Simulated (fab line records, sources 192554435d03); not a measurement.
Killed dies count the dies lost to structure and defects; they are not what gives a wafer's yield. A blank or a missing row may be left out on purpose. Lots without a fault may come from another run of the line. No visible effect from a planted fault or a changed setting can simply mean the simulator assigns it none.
Which of the tools did it? + flow n5_finfet + Sampling: 24 lots, 72 wafers, 3 of 1938 route steps

WHAT EACH GAUGE READ, for each wafer
N5_MOL_CONTACT_COAG_CD_MEAS_40: the cd target is 25.1 nm.
| lot  | measured     | on        | cd_nm (nm)        |
|------|--------------|-----------|-------------------|
| L074 | day 5 08:02  | cd_sem-01 | 25.34 25.31 25.02 |
| L075 | day 5 14:09  | cd_sem-02 | 25.09 25.22 25.33 |
| L076 | day 5 14:54  | cd_sem-01 | 25.09 24.60 25.29 |
| L077 | day 5 20:41  | cd_sem-02 | 24.83 25.04 25.33 |
| L078 | day 6 03:40  | cd_sem-01 | 24.94 25.17 24.95 |
| L079 | day 6 11:25  | cd_sem-01 | 25.22 24.95 24.57 |
| L080 | day 6 17:10  | cd_sem-01 | 25.18 24.85 25.00 |
| L081 | day 6 22:08  | cd_sem-02 | 25.21 25.47 24.75 |
| L082 | day 7 02:49  | cd_sem-01 | 25.27 25.04 25.51 |
| L083 | day 7 10:53  | cd_sem-02 | 25.64 25.57 25.31 |
| L084 | day 7 14:17  | cd_sem-01 | 25.08 25.09 25.05 |
| L085 | day 7 20:48  | cd_sem-03 | 25.05 25.25 25.10 |
| L086 | day 8 06:23  | cd_sem-02 | 25.09 25.12 25.27 |
| L087 | day 8 13:11  | cd_sem-03 | 25.50 25.00 25.14 |
| L088 | day 8 14:46  | cd_sem-01 | 25.09 25.17 25.01 |
| L089 | day 9 07:07  | cd_sem-02 | 25.04 25.03 25.26 |
| L090 | day 9 08:07  | cd_sem-02 | 25.28 25.32 25.05 |
| L091 | day 10 02:23 | cd_sem-02 | 25.33 25.59 24.97 |
| L092 | day 10 02:49 | cd_sem-01 | 25.07 25.29 25.18 |
| L093 | day 10 07:43 | cd_sem-01 | 24.92 24.88 24.97 |
| L094 | day 10 14:37 | cd_sem-02 | 24.98 25.37 25.37 |
| L095 | day 10 18:01 | cd_sem-03 | 25.15 25.17 25.03 |
| L096 | day 11 01:22 | cd_sem-01 | 24.75 25.11 25.04 |
| L097 | day 11 02:05 | cd_sem-02 | 25.03 25.18 25.04 |

TOOL THAT RAN EACH LOT (tool first, then ch and the chambers of the sampled wafers, then the start)
| lot  | N5_MOL_CONTACT_COAG_PRE_CLEAN_142 | N5_MOL_CONTACT_COAG_ALD_27        |
|------|-----------------------------------|-----------------------------------|
| L074 | pvd_sputter-02, day 5 01:56       | ald_sin-02 ch 0,1,2, day 5 03:32  |
| L075 | pvd_sputter-01, day 5 07:49       | ald_sin-04 ch 1,3, day 5 08:52    |
| L076 | pvd_sputter-01, day 5 08:53       | ald_sin-04 ch 0,1,2, day 5 10:41  |
| L077 | pvd_sputter-02, day 5 14:52       | ald_sin-03 ch 1,2, day 5 16:07    |
| L078 | pvd_sputter-01, day 5 22:28       | ald_sin-04 ch 2,3, day 5 23:32    |
| L079 | pvd_sputter-02, day 6 06:02       | ald_sin-04 ch 0,1, day 6 07:07    |
| L080 | pvd_sputter-03, day 6 12:07       | ald_sin-03 ch 0,2,3, day 6 13:11  |
| L081 | pvd_sputter-03, day 6 16:23       | ald_sin-03 ch 0,1, day 6 17:28    |
| L082 | pvd_sputter-02, day 6 21:07       | ald_sin-02 ch 0,2, day 6 22:11    |
| L083 | pvd_sputter-03, day 7 04:59       | ald_sin-02 ch 0,1,2, day 7 06:05  |
| L084 | pvd_sputter-03, day 7 09:04       | ald_sin-03 ch 0,2, day 7 10:08    |
| L085 | pvd_sputter-01, day 7 15:34       | ald_sin-02 ch 2,3, day 7 16:41    |
| L086 | pvd_sputter-01, day 8 01:04       | ald_sin-02 ch 0,1,2, day 8 02:08  |
| L087 | pvd_sputter-03, day 8 06:39       | ald_sin-03 ch 0,2, day 8 07:43    |
| L088 | pvd_sputter-01, day 8 09:18       | ald_sin-02 ch 0,1,3, day 8 10:27  |
| L089 | pvd_sputter-01, day 8 16:29       | ald_sin-03 ch 0,1, day 8 18:10    |
| L090 | pvd_sputter-03, day 9 00:09       | ald_sin-04 ch 0,2,3, day 9 01:13  |
| L091 | pvd_sputter-02, day 9 18:40       | ald_sin-04 ch 2,3, day 9 20:55    |
| L092 | pvd_sputter-02, day 9 19:01       | ald_sin-03 ch 0,1,2, day 9 21:41  |
| L093 | pvd_sputter-03, day 10 02:11      | ald_sin-04 ch 1,2,3, day 10 03:41 |
| L094 | pvd_sputter-01, day 10 09:22      | ald_sin-04 ch 1,2,3, day 10 10:30 |
| L095 | pvd_sputter-03, day 10 12:15      | ald_sin-04 ch 0,2,3, day 10 13:20 |
| L096 | pvd_sputter-01, day 10 19:41      | ald_sin-04 ch 0,2,3, day 10 20:54 |
| L097 | pvd_sputter-01, day 10 20:10      | ald_sin-02 ch 1,2, day 10 21:14   |
- N5_MOL_CONTACT_COAG_PRE_CLEAN_142: time 60 s.
- N5_MOL_CONTACT_COAG_ALD_27: deposits SiOC, target thk 17 nm, pulse time 1.5 s, time 2720 s.

AS READ BY THE TOOLS THEMSELVES (means over the sampled wafers that have a number; for cases with no such wafer, the mark the record gives instead)
N5_MOL_CONTACT_COAG_PRE_CLEAN_142.
| lot  | tool           | heater_power_w (W) |
|------|----------------|--------------------|
| L074 | pvd_sputter-02 | 557                |
| L075 | pvd_sputter-01 | 458                |
| L076 | pvd_sputter-01 | 482                |
| L077 | pvd_sputter-02 | 518                |
| L078 | pvd_sputter-01 | 443                |
| L079 | pvd_sputter-02 | 536                |
| L080 | pvd_sputter-03 | 533                |
| L081 | pvd_sputter-03 | 438                |
| L082 | pvd_sputter-02 | 544                |
| L083 | pvd_sputter-03 | 484                |
| L084 | pvd_sputter-03 | 548                |
| L085 | pvd_sputter-01 | 496                |
| L086 | pvd_sputter-01 | 473                |
| L087 | pvd_sputter-03 | 490                |
| L088 | pvd_sputter-01 | 493                |
| L089 | pvd_sputter-01 | 494                |
| L090 | pvd_sputter-03 | 529                |
| L091 | pvd_sputter-02 | 532                |
| L092 | pvd_sputter-02 | 544                |
| L093 | pvd_sputter-03 | 492                |
| L094 | pvd_sputter-01 | 452                |
| L095 | pvd_sputter-03 | 440                |
| L096 | pvd_sputter-01 | 505                |
| L097 | pvd_sputter-01 | 517                |

N5_MOL_CONTACT_COAG_ALD_27.
| lot  | tool       | heater_power_w (W) | precursor_pulse_height_rel |
|------|------------|--------------------|----------------------------|
| L074 | ald_sin-02 | 920                | 0.992                      |
| L075 | ald_sin-04 | 799                | 0.994                      |
| L076 | ald_sin-04 | 878                | 1.010                      |
| L077 | ald_sin-03 | 819                | 0.983                      |
| L078 | ald_sin-04 | 970                | 0.990                      |
| L079 | ald_sin-04 | 831                | 1.006                      |
| L080 | ald_sin-03 | 758                | 0.991                      |
| L081 | ald_sin-03 | 753                | 1.005                      |
| L082 | ald_sin-02 | 922                | 1.013                      |
| L083 | ald_sin-02 | 915                | 0.991                      |
| L084 | ald_sin-03 | 769                | 0.991                      |
| L085 | ald_sin-02 | 993                | 1.015                      |
| L086 | ald_sin-02 | 945                | 1.013                      |
| L087 | ald_sin-03 | 739                | 1.003                      |
| L088 | ald_sin-02 | 850                | 0.994                      |
| L089 | ald_sin-03 | 757                | 0.991                      |
| L090 | ald_sin-04 | 887                | 1.010                      |
| L091 | ald_sin-04 | 860                | 0.992                      |
| L092 | ald_sin-03 | 777                | 0.993                      |
| L093 | ald_sin-04 | 864                | 0.997                      |
| L094 | ald_sin-04 | 849                | 1.009                      |
| L095 | ald_sin-04 | 880                | 0.988                      |
| L096 | ald_sin-04 | 890                | 1.024                      |
| L097 | ald_sin-02 | 934                | 1.005                      |

THE ANSWER, worked out from the rows above alone
Rule: usual is defined by the lots themselves. The widest of any qualifying gaps counts: lots, ordered by their means at a reading, are off when they make up no more than a third of the lots, leave a main group of 4 or more, and stand apart from it by 3 or more times the standard deviation of that group's means. If all means in a main group match to the digits the tables above print for the reading, that group is not used. A lot without any number at a reading at which 4 lots or more have one is off too. Any other lot the step has rows for is counted as sound. First the gauges in route order, then the tools' own readings, where a lot's mean is used as printed above. At the first step where some lot is off, the reading lying furthest off is the one used; lots without a number count as furthest.
No lot is off on any of the readings shown, so nothing can be concluded from this.

WHAT WAS PUT IN BY THE SIMULATOR
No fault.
